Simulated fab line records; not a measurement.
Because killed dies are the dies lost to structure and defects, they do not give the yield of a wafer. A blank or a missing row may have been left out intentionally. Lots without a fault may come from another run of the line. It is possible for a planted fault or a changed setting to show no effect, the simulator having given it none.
Chamber matching || flow nand-harc || NHARC_P_BONDPAD_ACTIVATE_29 on rie-diel-02 has 4 sister chambers
The step chemistry N2, time 60 s. 17 wafers are shown with their chamber, then 8 later ones without.

== EACH WAFER AND ITS CHAMBER ==
{"wafer": "L514.1", "chamber": 2, "drypump-motor-current-A (A)": 5.0, "oes-product-au (a.u.)": 1.015, "rf-vpp-V (V)": 64.8}
{"wafer": "L514.4", "chamber": 0, "drypump-motor-current-A (A)": 6.3, "oes-product-au (a.u.)": 0.999, "rf-vpp-V (V)": 64.2}
{"wafer": "L514.6", "chamber": 0, "drypump-motor-current-A (A)": 6.3, "oes-product-au (a.u.)": 1.001, "rf-vpp-V (V)": 64.4}
{"wafer": "L518.1", "chamber": 3, "drypump-motor-current-A (A)": 5.3, "oes-product-au (a.u.)": 0.990, "rf-vpp-V (V)": 63.8}
{"wafer": "L518.3", "chamber": 2, "drypump-motor-current-A (A)": 5.1, "oes-product-au (a.u.)": 1.014, "rf-vpp-V (V)": 63.0}
{"wafer": "L518.5", "chamber": 0, "drypump-motor-current-A (A)": 6.3, "oes-product-au (a.u.)": 0.993, "rf-vpp-V (V)": 63.7}
{"wafer": "L522.3", "chamber": 2, "drypump-motor-current-A (A)": 5.1, "oes-product-au (a.u.)": 1.019, "rf-vpp-V (V)": 63.8}
{"wafer": "L522.5", "chamber": 1, "drypump-motor-current-A (A)": 6.0, "oes-product-au (a.u.)": 1.006, "rf-vpp-V (V)": 64.7}
{"wafer": "L522.6", "chamber": 2, "drypump-motor-current-A (A)": 5.1, "oes-product-au (a.u.)": 1.022, "rf-vpp-V (V)": 64.2}
{"wafer": "L523.2", "chamber": 0, "drypump-motor-current-A (A)": 6.3, "oes-product-au (a.u.)": 1.030, "rf-vpp-V (V)": 64.3}
{"wafer": "L523.5", "chamber": 2, "drypump-motor-current-A (A)": 5.1, "oes-product-au (a.u.)": 1.014, "rf-vpp-V (V)": 64.0}
{"wafer": "L523.6", "chamber": 1, "drypump-motor-current-A (A)": 6.0, "oes-product-au (a.u.)": 0.996, "rf-vpp-V (V)": 64.2}
{"wafer": "L524.1", "chamber": 1, "drypump-motor-current-A (A)": 5.9, "oes-product-au (a.u.)": 1.002, "rf-vpp-V (V)": 64.6}
{"wafer": "L524.5", "chamber": 0, "drypump-motor-current-A (A)": 6.3, "oes-product-au (a.u.)": 1.020, "rf-vpp-V (V)": 65.0}
{"wafer": "L524.6", "chamber": 3, "drypump-motor-current-A (A)": 5.4, "oes-product-au (a.u.)": 0.993, "rf-vpp-V (V)": 62.8}
{"wafer": "L525.1", "chamber": 1, "drypump-motor-current-A (A)": 5.9, "oes-product-au (a.u.)": 1.006, "rf-vpp-V (V)": 64.9}
{"wafer": "L525.6", "chamber": 1, "drypump-motor-current-A (A)": 5.9, "oes-product-au (a.u.)": 1.006, "rf-vpp-V (V)": 62.8}

SIGNATURES, as means of the wafers listed above
{"reading": "drypump-motor-current-A", "chamber 0": 6.300, "chamber 1": 5.940, "chamber 2": 5.080, "chamber 3": 5.350, "scatter within a chamber": 0.0439}
{"reading": "oes-product-au", "chamber 0": 1.00860, "chamber 1": 1.00320, "chamber 2": 1.01680, "chamber 3": 0.99150, "scatter within a chamber": 0.00925}
{"reading": "rf-vpp-V", "chamber 0": 64.320, "chamber 1": 64.240, "chamber 2": 63.960, "chamber 3": 63.300, "scatter within a chamber": 0.676}
Rule: distance of a wafer from a chamber = root of the sum over the readings of ((wafer's reading minus chamber's mean) / reading's scatter) squared. If the next closest chamber is less than 2 further off than the closest, the wafer can't be placed; otherwise it belongs to the closest. The scatter: take each reading less its chamber's mean, square it, sum over the shown wafers, divide by the number of wafers less the number of chambers, and take the root.

== WAFERS WITH NO CHAMBER GIVEN ==
{"wafer": "L528.1", "drypump-motor-current-A (A)": 6.3, "oes-product-au (a.u.)": 1.008, "rf-vpp-V (V)": 63.0}
{"wafer": "L528.2", "drypump-motor-current-A (A)": 5.4, "oes-product-au (a.u.)": 0.989, "rf-vpp-V (V)": 63.4}
{"wafer": "L533.1", "drypump-motor-current-A (A)": 5.4, "oes-product-au (a.u.)": 0.996, "rf-vpp-V (V)": 64.0}
{"wafer": "L533.2", "drypump-motor-current-A (A)": 6.0, "oes-product-au (a.u.)": 0.990, "rf-vpp-V (V)": 64.0}
{"wafer": "L533.3", "drypump-motor-current-A (A)": 6.3, "oes-product-au (a.u.)": 1.014, "rf-vpp-V (V)": 64.3}
{"wafer": "L534.1", "drypump-motor-current-A (A)": 5.9, "oes-product-au (a.u.)": 0.986, "rf-vpp-V (V)": 63.1}
{"wafer": "L534.2", "drypump-motor-current-A (A)": 6.3, "oes-product-au (a.u.)": 1.009, "rf-vpp-V (V)": 64.3}
{"wafer": "L534.3", "drypump-motor-current-A (A)": 5.1, "oes-product-au (a.u.)": 1.002, "rf-vpp-V (V)": 64.4}

== EACH ONE'S CHAMBER ==
{"wafer": "L528.1", "from the rows above": 0, "in truth": 0}
{"wafer": "L528.2", "from the rows above": 3, "in truth": 3}
{"wafer": "L533.1", "from the rows above": 3, "in truth": 3}
{"wafer": "L533.2", "from the rows above": 1, "in truth": 1}
{"wafer": "L533.3", "from the rows above": 0, "in truth": 0}
{"wafer": "L534.1", "from the rows above": 1, "in truth": 1}
{"wafer": "L534.2", "from the rows above": 0, "in truth": 0}
{"wafer": "L534.3", "from the rows above": 2, "in truth": 2}
Placed correctly: 8 of 8. Number that these rows cannot place: 0. Number placed wrongly: 0.
